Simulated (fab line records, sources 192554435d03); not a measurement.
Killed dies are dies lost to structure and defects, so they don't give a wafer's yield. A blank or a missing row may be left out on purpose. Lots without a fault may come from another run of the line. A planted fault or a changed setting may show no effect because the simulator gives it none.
fab line records | flow n5_finfet
record lots=7 wafers=19 last_day=17
route steps=1938 shown BEOL_M14@1750 BEOL_M15@1830 PASSIVATION@1936
lots that met no fault: from a run of the same line without faults
start_h: hours from the record's first day to the start of the lot's first wafer shown | wait_h: hours since the lot's step before | " the same as in the row above | L1.1+2: a row that stands for several wafers | - no value, or no start given | * or withheld: withheld | < > ~ a bound
route shown NAME@n: a module of which the file shows steps, and the number in the route of the first | usual: mean/standard deviation of fault-free wafers | same: alike in all rows | chamber/n: place in a boat | sites: the reading at each site | _std_site: their standard deviation | _edge_site: outer sites' mean less inner sites' | radius_mm: how far each site lies from the wafer's centre | mask NAME#n: copy n | behind: the tool/chamber that last shaped the wafer | hold: why the lot was held/for how many hours/how that ended | device: the transistor (n, p or np) that didn't switch | end of line: the same wafers' tests at the end of the route | a step without rows: its recipe alone | killed: dies lost to structure and defects at the first sort, not the wafer's yield | map: a wafer's dies, x killed, . not, _ none there
set.NAME: the setting as run; set.NAME@STEP: as run at that earlier step | model.NAME: the simulator's own value behind a step, which no gauge read
steps of the route over a sample of lots; a table a step, a row a wafer
services: from which hour (start_h, from the record's first day; less than 0 if before it) a tool's chamber was out of use, for how many hours, and why
## steps
# step N5_BEOL_M14_ETCH_67
# recipe chemistry=CF4 target=SiARC target_depth_a=1430 time_s=238.3 ion_energy_ev=80 pressure_mtorr=40 source_w=545 bias_w=36 Ar_flow_sccm=100 cf4_flow_sccm=100 ends=cleared
# usual drypump_motor_current_A=5.9/0.42 etch_rf_on_time_s=238/3.1 oes_product_au=0.69/0.072 rf_vpp_V=184.1/1.2 showerhead_plenum_p_Torr=2.14/0.06 throttle_valve_pct=15.57/0.26
# columns lot.wafer tool chamber start_h wait_h drypump_motor_current_A etch_rf_on_time_s oes_product_au rf_hours_counter_h rf_vpp_V showerhead_plenum_p_Torr throttle_valve_pct
L411.1 rie_diel-01 2 260.68 0.0 6.4 235 0.63 181 183.5 2.13 16.11
L411.5 " 2 " " 6.4 236 0.63 - 184.5 2.13 16.10
L411.6 " 1 " " 6.0 237 0.69 - 185.7 2.16 15.70
L415.5 rie_diel-03 3 285.71 0.1 5.2 239 0.77 - 184.6 2.19 15.47
L415.6 " 2 " " 6.0 244 0.62 - 182.9 2.14 15.54
L418.1 rie_diel-01 0 294.70 0.0 5.6 236 0.61 212 184.3 2.13 15.52
L418.2 " 2 " " 6.5 237 0.61 193 183.1 2.13 16.14
L427.1 rie_diel-03 0 357.22 0.0 6.1 235 0.69 95 183.0 2.07 15.42
L427.2 " 1 " " 5.8 231 0.79 24 184.1 2.10 15.49
L427.5 " 2 " " 6.0 240 0.61 - 183.3 2.14 15.59
L426.2 rie_diel-04 1 358.65 0.0 5.6 239 0.75 44 185.7 2.17 15.33
L426.4 " 0 " " 5.7 239 0.64 162 183.6 2.05 15.92
L426.6 " 2 " " 5.0 243 0.80 - 185.9 2.28 15.05
L432.1 rie_diel-01 0 384.90 0.0 5.6 241 0.59 242 184.3 2.12 15.56
L432.2 " 1 " " 5.9 241 0.66 159 184.0 2.14 15.77
L432.4 " 2 " " 6.4 243 0.60 223 183.4 2.12 16.20
L431.2 rie_diel-04 3 391.92 0.0 6.2 235 0.62 185 182.6 2.04 15.43
L431.4 " 1 " " 5.6 234 0.74 55 184.4 2.17 15.36
L431.6 " 0 " " 5.7 236 0.63 - 181.9 2.05 15.95
# step N5_BEOL_M14_TRENCH_ETCH_34
# recipe chemistry=C4F8/O2/Ar target=SiO2 target_depth_a=5566.5 mask_material=SOC he_inner_torr=15 he_outer_torr=30 time_s=126.9 ion_energy_ev=800 pressure_mtorr=20 source_w=1905 bias_w=2040 Ar_flow_sccm=400 C4F8_flow_sccm=16 O2_flow_sccm=12
# usual C4F8_flow_sccm=16.00/0.049 drypump_motor_current_A=5.9/0.42 oes_product_au=0.80/0.084 rf_vpp_V=2234/17 showerhead_plenum_p_Torr=3.44/0.095 throttle_valve_pct=30.87/0.29
# columns lot.wafer tool chamber start_h wait_h C4F8_flow_sccm drypump_motor_current_A oes_product_au rf_hours_counter_h rf_vpp_V showerhead_plenum_p_Torr throttle_valve_pct
L411.1 rie_diel-01 2 261.10 0.0 15.95 6.5 0.74 181 2238 3.43 31.44
L411.5 " 2 " " 16.00 6.5 0.75 - 2237 3.42 31.46
L411.6 " 1 " " 15.96 6.0 0.82 - 2248 3.46 31.08
L415.5 rie_diel-03 3 286.12 0.1 16.08 5.2 0.91 - 2222 3.51 30.91
L415.6 " 2 " " 16.04 6.0 0.73 - 2255 3.45 30.73
L418.1 rie_diel-01 0 295.12 0.0 15.97 5.7 0.72 212 2226 3.42 30.66
L418.2 " 2 " " 16.03 6.4 0.72 193 2234 3.42 31.45
L427.1 rie_diel-03 0 357.64 0.0 15.99 6.1 0.81 95 2226 3.33 30.68
L427.2 " 1 " " 16.06 5.8 0.92 25 2208 3.37 30.95
L427.5 " 2 " " 16.10 6.0 0.71 - 2253 3.43 30.73
L426.2 rie_diel-04 1 359.07 0.0 16.04 5.6 0.89 45 2224 3.50 30.76
L426.4 " 0 " " 16.04 5.7 0.74 162 2214 3.29 31.28
L426.6 " 2 " " 16.08 5.0 0.94 - 2222 3.66 30.32
L432.1 rie_diel-01 0 385.32 0.0 15.99 5.7 0.69 242 2225 3.40 30.67
L432.2 " 1 " " 15.96 5.9 0.76 159 2245 3.44 31.15
L432.4 " 2 " " 16.05 6.4 0.70 223 2235 3.40 31.46
L431.2 rie_diel-04 3 392.34 0.0 15.97 6.2 0.73 186 2238 3.29 30.54
L431.4 " 1 " " 15.98 5.6 0.86 55 2226 3.49 30.79
L431.6 " 0 " " 15.99 5.7 0.74 - 2213 3.29 31.31
# step N5_BEOL_M14_ETCH_38
# recipe chemistry=CF4/N2 target=SiCN target_depth_a=1065 taper_deg=2 time_s=120.6 ion_energy_ev=150 mask_material=SiO2 pressure_mtorr=40 source_w=430 bias_w=70 Ar_flow_sccm=100 cf4_flow_sccm=60 n2_flow_sccm=60
# usual drypump_motor_current_A=5.9/0.42 oes_product_au=0.81/0.087 rf_vpp_V=382.1/1.8 showerhead_plenum_p_Torr=2.20/0.063 throttle_valve_pct=15.39/0.25
# columns lot.wafer tool chamber start_h wait_h drypump_motor_current_A oes_product_au rf_hours_counter_h rf_vpp_V showerhead_plenum_p_Torr throttle_valve_pct
L411.1 rie_diel-01 3 - - 6.4 0.90 33 384.7 2.33 15.14
L411.5 " 1 " " 6.0 0.81 - 381.8 2.22 15.52
L411.6 " 0 " " 5.7 0.72 - 380.4 2.20 15.33
L415.5 rie_diel-03 1 - - 5.8 0.98 - 382.1 2.17 15.28
L415.6 " 0 " " 6.1 0.83 - 380.9 2.15 15.21
L418.1 rie_diel-03 3 - - 5.2 0.90 22 383.9 2.26 15.30
L418.2 " 2 " " 6.0 0.73 159 382.0 2.21 15.41
L427.1 rie_diel-03 3 - - 5.2 0.86 42 383.6 2.25 15.35
L427.2 " 2 " " 6.0 0.71 177 381.4 2.20 15.43
L427.5 " 3 " " 5.2 0.86 - 382.9 2.25 15.33
L426.2 rie_diel-01 0 - - 5.7 0.70 234 382.7 2.19 15.38
L426.4 " 3 " " 6.4 0.86 68 385.9 2.32 15.21
L426.6 " 2 " " 6.4 0.71 - 381.1 2.18 16.00
L432.1 rie_diel-01 1 - - 6.0 0.77 160 385.3 2.20 15.61
L432.2 " 2 " " 6.4 0.70 225 383.0 2.18 16.01
L432.4 " 0 " " 5.6 0.69 243 379.8 2.18 15.39
L431.2 rie_diel-03 1 - - 5.8 0.90 39 380.2 2.16 15.34
L431.4 " 3 " " 5.2 0.83 55 383.1 2.24 15.37
L431.6 " 2 " " 6.0 0.70 - 381.5 2.20 15.46
# step N5_BEOL_M14_ECD_47
# recipe material=Cu target_thk_a=12480
# columns lot.wafer tool chamber start_h wait_h
L411.1+5+6 ecd_cu-01 1,1,0 263.42 0.1
L415.5+6 ecd_cu-01 1,0 287.96 0.1
L418.1+2 ecd_cu-01 0,1 298.40 0.1
L427.1+2+5 ecd_cu-01 1,0,0 358.75 0.1
L426.2+4+6 ecd_cu-01 1,1,0 361.18 0.1
L432.1+2+4 ecd_cu-01 0,1,0 388.58 0.1
L431.2+4+6 ecd_cu-01 1,1,0 395.53 0.1
# step N5_BEOL_M14_CMP_49
# recipe stop_on=SiO2 t_overpolish_s=5.2 down_force_psi=2 platen_rpm=80 clearing_platen_down_force_psi=2 clearing_platen_rpm=80 post_cmp_clean=cu_alkaline target_thk_nm=560 clearing_platen_pad_velocity_m_s=1.5917 pad_velocity_m_s=1.5917
# usual motor_current_A=7.8/0.75 time_to_endpoint_s=123/3.4
# columns lot.wafer tool chamber start_h wait_h motor_current_A time_to_endpoint_s
L411.1 cmp-03 3 264.14 0.4 7.4 120
L411.6 " 0 " " 7.5 124
L411.5 " 1 " " 6.6 122
L415.5 cmp-04 2 288.48 0.2 8.2 42
L415.6 " 3 " " 8.2 125
L418.1 cmp-04 1 299.09 0.3 8.6 43
L418.2 " 3 " " 8.3 119
L427.2 cmp-02 3 359.23 0.2 8.1 134
L427.1 " 1 " " 8.6 127
L427.5 " 3 " " 8.1 131
L426.4 cmp-03 2 361.68 0.1 6.7 116
L426.2 " 1 " " 6.4 121
L426.6 " 3 " " 7.3 119
L432.4 cmp-04 2 389.10 0.2 8.9 128
L432.1 " 3 " " 7.7 119
L432.2 " 0 " " 9.2 122
L431.2 cmp-02 1 396.13 0.3 8.5 125
L431.4 " 2 " " 8.9 125
L431.6 " 0 " " 7.6 128
# step N5_BEOL_M14_THK_MEAS_50
# recipe thk_meas_gauge=xrf reads=Cu_of_BEOL_M14_ECD_47
# usual M14_THK=552/8.1
# columns lot.wafer tool chamber start_h wait_h M14_THK[nm]
L411.1 film_metro-02 - 264.33 0.1 558
L411.5 " - " " 559
L411.6 " - " " 555
L415.5 film_metro-01 - 288.63 - 428
L415.6 " - " " 550
L418.1 film_metro-02 - 299.39 - 450
L418.2 " - " " 556
L427.1 film_metro-01 - 359.53 - 558
L427.2 " - " " 563
L427.5 " - " " 543
L426.2 film_metro-02 - 361.97 - 568
L426.4 " - " " 551
L426.6 " - " " 549
L432.1 film_metro-01 - 389.36 - 548
L432.2 " - " " 554
L432.4 " - " " 545
L431.2 film_metro-01 - 396.39 - 561
L431.4 " - " " 558
L431.6 " - " " 559
# step N5_BEOL_M14_RS_MEAS_54
# recipe thk_meas_gauge=four-point-probe reads=Cu_of_BEOL_M14_ECD_47+Ta_of_BEOL_M14_SPUTTER_44+TaN_of_BEOL_M14_SPUTTER_43
# usual M14_RS=0.0332/0.00045
# columns lot.wafer tool chamber start_h wait_h M14_RS[ohm/sq]
L411.1 film_metro-02 - 264.45 0.0 0.0329
L411.5 " - " " 0.0328
L411.6 " - " " 0.0332
L415.5 film_metro-02 - 288.76 0.0 0.0436
L415.6 " - " " 0.0336
L418.1 film_metro-01 - 299.55 0.1 0.0413
L418.2 " - " " 0.0335
L427.1 film_metro-02 - 359.66 0.0 0.0327
L427.2 " - " " 0.0324
L427.5 " - " " 0.0337
L426.2 film_metro-01 - 362.10 0.1 0.0324
L426.4 " - " " 0.0334
L426.6 " - " " 0.0335
L432.1 film_metro-02 - 389.52 0.1 0.0335
L432.2 " - " " 0.0333
L432.4 " - " " 0.0336
L431.2 film_metro-02 - 396.54 0.1 0.0328
L431.4 " - " " 0.0329
L431.6 " - " " 0.0330
# step N5_BEOL_M15_RC_MEAS_101
# usual COMB_M10=1.44e-11/2.9e-12 COMB_M11=1.4e-11/3.2e-12 COMB_M12=6.1e-12/1.3e-12 COMB_M13=4.4e-12/8.4e-13 COMB_M15=2.2e-12/5.4e-13 COMB_M5=3.6e-11/6.7e-12 COMB_M6=2.5e-11/5.7e-12 COMB_M7=2.6e-11/4.8e-12 COMB_M8=2.4e-11/4.6e-12 COMB_M9=1.4e-11/3.1e-12 SERP_M10=3.07/0.072 SERP_M11=3.11/0.069 SERP_M12=0.641/0.013 SERP_M13=0.311/0.0055 SERP_M14=0.162/0.0031 SERP_M14_max_site=0.163/0.0031 SERP_M5=39.3/1.4 SERP_M6=13.7/0.4 SERP_M7=14.0/0.44 SERP_M8=13.9/0.45 SERP_M8_max_site=14.5/0.52 SERP_M9=3.09/0.064
# columns lot.wafer tool chamber start_h wait_h COMB_M10[S/m] COMB_M11[S/m] COMB_M12[S/m] COMB_M13[S/m] COMB_M15[S/m] COMB_M5[S/m] COMB_M6[S/m] COMB_M7[S/m] COMB_M8[S/m] COMB_M9[S/m] SERP_M10[ohm/um] SERP_M11[ohm/um] SERP_M12[ohm/um] SERP_M13[ohm/um] SERP_M14[ohm/um] SERP_M14_max_site[ohm/um] SERP_M5[ohm/um] SERP_M6[ohm/um] SERP_M7[ohm/um] SERP_M8[ohm/um] SERP_M8_max_site[ohm/um] SERP_M9[ohm/um]
L411.1 prober-01 0 271.73 0.5 1.62e-11 1e-11 7.6e-12 3.9e-12 2.5e-12 3.8e-11 2.5e-11 3.2e-11 1.7e-11 2e-11 3.14 3.22 0.623 0.313 0.159 0.161 42.5 13.9 14.0 13.8 14.4 3.13
L411.5 " 0 " " 1.51e-11 1.2e-11 4.2e-12 3.7e-12 2.4e-12 3.2e-11 2.7e-11 3.6e-11 2.1e-11 1.5e-11 3.15 3.10 0.634 0.315 0.158 0.160 39.6 13.2 14.3 13.6 14.5 3.11
L411.6 " 0 " " 1.53e-11 1e-11 4e-12 3.2e-12 2.1e-12 3.1e-11 1.6e-11 3.2e-11 2.9e-11 1.5e-11 3.13 3.11 0.626 0.309 0.161 0.163 39.9 14.3 14.8 13.5 13.9 3.12
L415.5 prober-01 0 295.37 0.6 1.55e-11 1.3e-11 4.9e-12 4.3e-12 2.1e-12 3.5e-11 2.6e-11 1.8e-11 2.5e-11 1.3e-11 3.01 3.19 0.651 0.306 0.213 0.215 38.5 13.5 14.0 14.0 14.3 3.08
L415.6 " 0 " " 1.77e-11 1e-11 5.7e-12 3.1e-12 2.1e-12 3.2e-11 2.7e-11 1.7e-11 2.5e-11 1.2e-11 3.14 3.16 0.642 0.319 0.164 0.167 41.1 13.8 14.1 13.9 14.4 3.11
L418.1 prober-01 0 306.44 0.0 1.31e-11 1.1e-11 6.5e-12 3.8e-12 1.5e-12 4.6e-11 2.2e-11 3.1e-11 2.1e-11 1.4e-11 3.08 3.20 0.642 0.314 0.201 0.203 40.3 13.4 14.0 14.0 14.6 3.11
L418.2 " 0 " " 1.03e-11 1.5e-11 5.3e-12 4.9e-12 2.4e-12 4e-11 1.8e-11 1.8e-11 2.3e-11 1.7e-11 2.98 3.11 0.638 0.317 0.162 0.165 39.1 12.7 14.0 14.2 14.6 3.13
L427.1 prober-01 0 369.09 0.0 1.66e-11 1.7e-11 4.4e-12 4.2e-12 2.1e-12 3.2e-11 2.6e-11 1.7e-11 2.4e-11 1.5e-11 3.01 3.12 0.644 0.320 0.162 0.163 39.8 13.3 13.8 13.8 14.3 3.12
L427.2 " 0 " " 1.59e-11 2.2e-11 7.8e-12 5.3e-12 2.1e-12 3.2e-11 2.9e-11 2e-11 2.5e-11 2.2e-11 3.10 3.03 0.642 0.310 0.159 0.160 37.2 13.3 14.1 13.6 14.4 2.98
L427.5 " 0 " " 1.49e-11 1.3e-11 5.7e-12 5.2e-12 1.9e-12 3.2e-11 2.1e-11 2.2e-11 2.9e-11 1.7e-11 3.00 3.14 0.643 0.308 0.166 0.167 37.6 13.2 14.3 14.0 14.3 3.06
L426.2 prober-02 0 371.81 0.2 1.63e-11 1.3e-11 7.1e-12 4.7e-12 2.1e-12 2.8e-11 2.2e-11 3.3e-11 2e-11 1.8e-11 3.09 3.11 0.658 0.293 0.158 0.160 39.4 13.7 13.7 13.9 14.0 3.07
L426.4 " 0 " " 1.08e-11 1.5e-11 6.7e-12 3.7e-12 1.3e-12 3.4e-11 1.6e-11 2.7e-11 2.1e-11 1.3e-11 3.04 3.13 0.646 0.303 0.160 0.162 40.8 13.5 13.8 13.7 14.3 3.12
L426.6 " 0 " " 9.1e-12 2.2e-11 5.2e-12 4.1e-12 1.9e-12 3e-11 2e-11 2.2e-11 2.5e-11 1.2e-11 3.13 3.15 0.656 0.304 0.162 0.163 41.1 14.4 13.8 13.9 14.8 3.09
L432.1 prober-02 0 395.08 0.0 1.07e-11 2.5e-11 7.3e-12 3.4e-12 3e-12 4.3e-11 1.6e-11 2.5e-11 2.5e-11 1.4e-11 3.20 3.11 0.637 0.302 0.164 0.166 39.7 14.1 13.4 14.2 14.8 3.12
L432.2 " 0 " " 1.28e-11 1.8e-11 5.5e-12 4.5e-12 2.2e-12 4.9e-11 2.4e-11 2.7e-11 2.7e-11 1.1e-11 3.05 2.97 0.642 0.315 0.164 0.165 39.6 14.0 13.3 14.6 15.1 3.17
L432.4 " 0 " " 1.49e-11 1.5e-11 4.9e-12 5.9e-12 2.1e-12 3.9e-11 3.9e-11 2.2e-11 1.8e-11 1.4e-11 2.98 3.01 0.633 0.316 0.165 0.166 39.4 14.2 13.7 14.8 15.4 3.13
L431.2 prober-01 0 405.27 0.2 1.45e-11 9e-12 5.1e-12 4.1e-12 2.6e-12 2.6e-11 2.4e-11 2.8e-11 2.7e-11 9e-12 3.00 2.99 0.640 0.302 0.160 0.161 39.2 14.1 14.6 13.5 13.9 3.18
L431.4 " 0 " " 1.56e-11 1.2e-11 7.3e-12 5e-12 1.1e-12 2.5e-11 3.6e-11 2.5e-11 2.6e-11 1.2e-11 3.08 3.12 0.641 0.315 0.158 0.159 39.7 14.2 13.5 13.4 14.2 3.04
L431.6 " 0 " " 2.14e-11 1.6e-11 5.7e-12 3.2e-12 2.3e-12 4e-11 3.1e-11 3.5e-11 1.8e-11 1.4e-11 3.06 3.16 0.642 0.316 0.161 0.163 40.5 13.7 14.1 13.7 14.3 3.00
# sites SERP_M14 radius_mm=0,75,75,75,75,140,140,140,140
L411.1 0.156 0.158 0.158 0.157 0.159 0.161 0.159 0.160 0.161
L415.5 0.213 0.213 0.215 0.215 0.213 0.211 0.210 0.209 0.209
L418.1 0.199 0.201 0.201 0.203 0.202 0.202 0.201 0.203 0.200
L427.1 0.162 0.162 0.163 0.161 0.163 0.162 0.159 0.162 0.162
L426.2 0.156 0.159 0.160 0.158 0.158 0.160 0.158 0.157 0.159
L432.1 0.165 0.163 0.164 0.163 0.164 0.165 0.165 0.166 0.163
L431.2 0.158 0.160 0.161 0.161 0.161 0.160 0.158 0.160 0.160
# step N5_PASSIVATION_PROBE_49
# usual defect_limited_yield=91.6/1.4 killed_at_M0_to_M3=35/10 killed_at_M4_up=13/5.3 killed_at_contacts=12/5.9 killed_at_front_end=36/9.9 killed_at_other=3.2/3 killed_dies=99/16 killed_open=66/12 killed_short=32/7.7 sort_bin_5_function=4.9/0.91 sort_bin_6_memory=3.2/0.65 sort_bin_8_speed=0/0 sort_n_pass=1081/16 sort_yield_pct=91.6/1.4
# same gross_dies=1180 killed_at_back_side=0 sort_bin_4_leakage[%]=0
# columns lot.wafer tool chamber start_h wait_h defect_limited_yield[%] killed_at_M0_to_M3 killed_at_M4_up killed_at_contacts killed_at_front_end killed_at_other killed_dies killed_open killed_short sort_bin_5_function[%] sort_bin_6_memory[%] sort_bin_8_speed[%] sort_n_pass sort_yield_pct[%]
L411.1 prober-01 - 286.69 0.0 92.6 28 8 5 44 2 87 52 34 3.5 3.4 0 1093 92.6
L411.5 prober-01 - 286.89 0.2 92.3 32 9 7 42 1 91 69 21 5.1 2.3 0 1089 92.3
L411.6 prober-01 - 286.94 0.3 92.9 38 9 7 29 1 84 54 30 4.2 2.7 0 1096 92.9
L415.5 prober-01 - 311.23 0.2 91.8 33 9 16 35 4 97 62 32 3.9 4.0 0.08 1083 91.8
L415.6 prober-01 - 311.28 0.3 91.0 36 17 17 30 6 106 61 43 4.7 4.2 0 1074 91.0
L418.1 prober-02 - 321.75 0.0 92.5 24 14 11 39 1 89 61 26 4.8 2.5 0 1091 92.5
L418.2 prober-02 - 321.80 0.1 90.5 36 8 8 57 3 112 69 39 6.0 3.1 0 1068 90.5
L427.1 prober-01 - 385.70 0.0 90.8 43 22 7 35 1 108 70 38 5.6 3.1 0 1072 90.8
L427.2 prober-01 - 385.75 0.1 90.5 39 22 15 32 4 112 76 36 5.2 4.0 0 1068 90.5
L427.5 prober-01 - 385.90 0.2 91.8 32 17 7 41 0 97 59 35 4.2 3.8 0 1083 91.8
L426.2 prober-02 - 389.30 0.1 91.5 32 14 8 43 3 100 68 31 4.8 3.4 0 1080 91.5
L426.4 prober-02 - 389.40 0.2 91.6 47 16 6 29 1 99 66 33 4.7 3.3 0 1081 91.6
L426.6 prober-02 - 389.50 0.3 92.3 47 10 6 27 1 91 53 38 4.8 2.5 0 1089 92.3
L432.1 prober-01 - 409.57 0.2 90.8 43 16 3 44 3 109 78 28 4.9 4.0 0 1071 90.8
L432.2 prober-01 - 409.62 0.2 91.0 18 12 14 62 0 106 76 30 5.7 3.1 0 1074 91.0
L432.4 prober-01 - 409.72 0.3 94.4 16 9 7 34 0 66 44 21 3.5 1.9 0 1114 94.4
L431.2 prober-01 - 418.92 0.1 88.0 44 21 15 60 2 142 99 42 7.0 4.8 0 1038 88.0
L431.4 prober-01 - 419.02 0.2 92.9 33 19 5 26 1 84 57 25 4.3 2.6 0 1096 92.9
L431.6 prober-01 - 419.12 0.3 91.0 47 19 16 22 2 106 84 20 5.5 3.3 0 1074 91.0
# killed by level:class
L411.1 FIN_SAQP:geometric_particle:short=9 FIN_SAQP:geometric_particle:open=8 BEOL_M1:geometric_particle:open=6 STI_FIN_REVEAL:geometric_particle:open=5 STI_FIN_REVEAL:geometric_particle:short=5 BEOL_M2:geometric_particle:open=5 DUMMY_GATE:geometric_particle:open=4 MOL_CONTACT_COAG:geometric_particle:open=4
L411.5 STI_FIN_REVEAL:geometric_particle:open=14 BEOL_M3:geometric_particle:open=14 FIN_SAQP:geometric_particle:open=13 MOL_CONTACT_COAG:geometric_particle:open=5 BEOL_M0_SAQP:geometric_particle:open=5 BEOL_M0_SAQP:geometric_particle:short=5 FIN_SAQP:geometric_particle:short=4 BEOL_M4:geometric_particle:open=3
L411.6 BEOL_M3:geometric_particle:open=10 GATE_CUT:geometric_particle:short=7 BEOL_M2:geometric_particle:open=7 BEOL_M0_SAQP:geometric_particle:open=6 FIN_SAQP:geometric_particle:open=5 MOL_CONTACT_COAG:geometric_particle:open=5 STI_FIN_REVEAL:geometric_particle:open=4 BEOL_M0_SAQP:geometric_particle:short=3
L415.5 MOL_CONTACT_COAG:geometric_particle:open=11 BEOL_M2:geometric_particle:open=8 GATE_CUT:geometric_particle:short=7 BEOL_M0_SAQP:geometric_particle:short=6 BEOL_M0_SAQP:geometric_particle:open=6 GATE_CUT:geometric_particle:open=5 MOL_CONTACT_COAG:geometric_particle:short=5 STARTING-WAFER:geometric_particle:open=5
L415.6 MOL_CONTACT_COAG:geometric_particle:open=14 BEOL_M0_SAQP:geometric_particle:short=8 BEOL_M0_SAQP:geometric_particle:open=8 BEOL_M1:geometric_particle:open=6 BEOL_M4:geometric_particle:open=6 FIN_SAQP:geometric_particle:open=5 FIN_SAQP:geometric_particle:short=5 BEOL_M2:geometric_particle:open=5
L418.1 MOL_CONTACT_COAG:geometric_particle:open=10 BEOL_M1:geometric_particle:open=9 GATE_CUT:geometric_particle:short=8 STARTING-WAFER:geometric_particle:open=6 FIN_SAQP:geometric_particle:short=5 STI_FIN_REVEAL:geometric_particle:open=5 BEOL_M7:geometric_particle:open=5 BEOL_M3:geometric_particle:open=5
L418.2 FIN_SAQP:geometric_particle:open=18 FIN_SAQP:geometric_particle:short=16 BEOL_M2:geometric_particle:open=7 MOL_CONTACT_COAG:geometric_particle:open=7 BEOL_M1:geometric_particle:open=7 GATE_CUT:geometric_particle:open=5 BEOL_M3:geometric_particle:open=5 BEOL_M0:geometric_particle:short=4
L427.1 BEOL_M1:geometric_particle:open=13 FIN_SAQP:geometric_particle:open=9 BEOL_M4:geometric_particle:open=9 FIN_SAQP:geometric_particle:short=8 BEOL_M0_SAQP:geometric_particle:short=8 MOL_CONTACT_COAG:geometric_particle:open=6 BEOL_M2:geometric_particle:open=6 BEOL_M0_SAQP:geometric_particle:open=6
L427.2 MOL_CONTACT_COAG:geometric_particle:open=13 FIN_SAQP:geometric_particle:open=9 BEOL_M4:geometric_particle:open=9 BEOL_M0_SAQP:geometric_particle:short=8 BEOL_M0_SAQP:geometric_particle:open=7 BEOL_M1:geometric_particle:open=7 FIN_SAQP:geometric_particle:short=6 STI_FIN_REVEAL:geometric_particle:open=6
L427.5 FIN_SAQP:geometric_particle:short=15 BEOL_M1:geometric_particle:open=10 FIN_SAQP:geometric_particle:open=8 BEOL_M4:geometric_particle:open=8 BEOL_M0_SAQP:geometric_particle:short=7 MOL_CONTACT_COAG:geometric_particle:open=6 BEOL_M0_SAQP:geometric_particle:open=6 STI_FIN_REVEAL:geometric_particle:open=5
L426.2 STI_FIN_REVEAL:geometric_particle:open=13 MOL_CONTACT_COAG:geometric_particle:open=7 BEOL_M0_SAQP:geometric_particle:short=7 FIN_SAQP:geometric_particle:short=6 FIN_SAQP:geometric_particle:open=6 GATE_CUT:geometric_particle:open=6 BEOL_M0_SAQP:geometric_particle:open=6 BEOL_M1:geometric_particle:open=6
L426.4 BEOL_M0_SAQP:geometric_particle:open=15 BEOL_M1:geometric_particle:open=10 FIN_SAQP:geometric_particle:short=8 BEOL_M0_SAQP:geometric_particle:short=8 BEOL_M3:geometric_particle:open=7 STI_FIN_REVEAL:geometric_particle:open=4 MOL_CONTACT_COAG:geometric_particle:open=4 STARTING-WAFER:geometric_particle:short=4
L426.6 BEOL_M0_SAQP:geometric_particle:short=12 FIN_SAQP:geometric_particle:short=8 STI_FIN_REVEAL:geometric_particle:open=8 BEOL_M0_SAQP:geometric_particle:open=8 BEOL_M2:geometric_particle:open=8 BEOL_M1:geometric_particle:open=6 BEOL_M0:geometric_particle:open=4 MOL_CONTACT_COAG:geometric_particle:short=3
L432.1 BEOL_M0_SAQP:geometric_particle:open=19 FIN_SAQP:geometric_particle:short=10 STI_FIN_REVEAL:geometric_particle:open=10 FIN_SAQP:geometric_particle:open=9 BEOL_M0_SAQP:geometric_particle:short=9 BEOL_M2:geometric_particle:open=6 DUMMY_GATE:geometric_particle:open=5 BEOL_M1:geometric_particle:open=4
L432.2 STI_FIN_REVEAL:geometric_particle:open=20 FIN_SAQP:geometric_particle:open=13 MOL_CONTACT_COAG:geometric_particle:open=9 GATE_CUT:geometric_particle:short=7 BEOL_M0_SAQP:geometric_particle:open=7 GATE_CUT:geometric_particle:open=6 BEOL_M0_SAQP:geometric_particle:short=6 MOL_CONTACT_COAG:geometric_particle:short=5
L432.4 STI_FIN_REVEAL:geometric_particle:open=11 FIN_SAQP:geometric_particle:short=7 MOL_CONTACT_COAG:geometric_particle:open=6 BEOL_M0_SAQP:geometric_particle:short=5 BEOL_M0_SAQP:geometric_particle:open=4 FIN_SAQP:geometric_particle:open=3 DUMMY_GATE:geometric_particle:open=3 BEOL_M5:geometric_particle:open=3
L431.2 STI_FIN_REVEAL:geometric_particle:open=22 MOL_CONTACT_COAG:geometric_particle:open=13 BEOL_M4:geometric_particle:open=11 FIN_SAQP:geometric_particle:short=10 FIN_SAQP:geometric_particle:open=9 BEOL_M3:geometric_particle:open=9 BEOL_M2:geometric_particle:open=7 BEOL_M2:geometric_particle:short=6
L431.4 STI_FIN_REVEAL:geometric_particle:open=8 BEOL_M2:geometric_particle:open=8 BEOL_M3:geometric_particle:open=6 FIN_SAQP:geometric_particle:short=5 BEOL_M1:geometric_particle:open=5 MOL_CONTACT_COAG:geometric_particle:open=4 BEOL_M0_SAQP:geometric_particle:short=4 BEOL_M4:geometric_particle:open=4
L431.6 BEOL_M2:geometric_particle:open=19 MOL_CONTACT_COAG:geometric_particle:open=14 BEOL_M1:geometric_particle:open=9 BEOL_M4:geometric_particle:open=7 BEOL_M3:geometric_particle:open=7 FIN_SAQP:geometric_particle:open=5 STI_FIN_REVEAL:geometric_particle:open=5 FIN_SAQP:geometric_particle:short=4
## services
# columns tool chamber start_h hours kind
rie_diel-03 1 241.05 - clean
rie_diel-03 1 241.05 - consumable_replace:focus_ring
rie_diel-03 1 241.05 19.3 scheduled_down
rie_diel-03 1 241.05 19.3 vent_cycle
rie_diel-04 0 264.37 1.6 repair
rie_diel-01 0 279.48 7.2 repair
cmp-03 - 283.29 4.0 pm
rie_diel-03 - 290.80 2.8 pm
rie_diel-04 1 291.19 8.4 repair
cmp-03 - 299.85 1.4 repair
cmp-02 - 303.47 4.0 pm
rie_diel-04 2 312.12 - clean
rie_diel-04 2 312.12 - consumable_replace:esc
rie_diel-04 2 312.12 - consumable_replace:focus_ring
cmp-02 - 328.50 4.6 pm
rie_diel-01 0 329.19 6.6 repair
cmp-02 - 336.45 5.1 repair
cmp-03 - 351.33 0.3 repair
cmp-04 - 361.14 4.0 pm
rie_diel-04 0 362.19 1.7 repair
cmp-02 - 374.83 0.5 repair
cmp-02 - 376.72 0.4 repair
cmp-04 - 392.36 4.1 repair
rie_diel-04 - 396.21 2.0 repair
## key
first_sign step=N5_BEOL_M14_CMP_49 reading=time_to_endpoint_s direction=down sigmas=24 usual=* struck=*
effect step=N5_BEOL_M14_THK_MEAS_50 reading=M14_THK direction=down sigmas=14 usual=552 struck=439
effect step=N5_BEOL_M14_RS_MEAS_54 reading=M14_RS direction=up sigmas=20 usual=0.0332 struck=0.0425
effect step=N5_BEOL_M15_RC_MEAS_101 reading=SERP_M14 direction=up sigmas=15 usual=0.162 struck=0.207
met_at N5_BEOL_M14_ECD_47
struck_lots L415,L418
struck_wafers L415.5,L418.1
not_acting_at N5_BEOL_M14_ETCH_67,N5_BEOL_M14_TRENCH_ETCH_34,N5_BEOL_M14_ETCH_38
onset_between 263.42 287.96
fault kind=process_parameter_drift tool=ecd_cu-01 chamber=- onset_h=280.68 steps=N5_BEOL_M14_ECD_47 channel=target_thk_a offset=* shape=step end_h=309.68 scope=struck_wafers_only acts_in=* stated=*
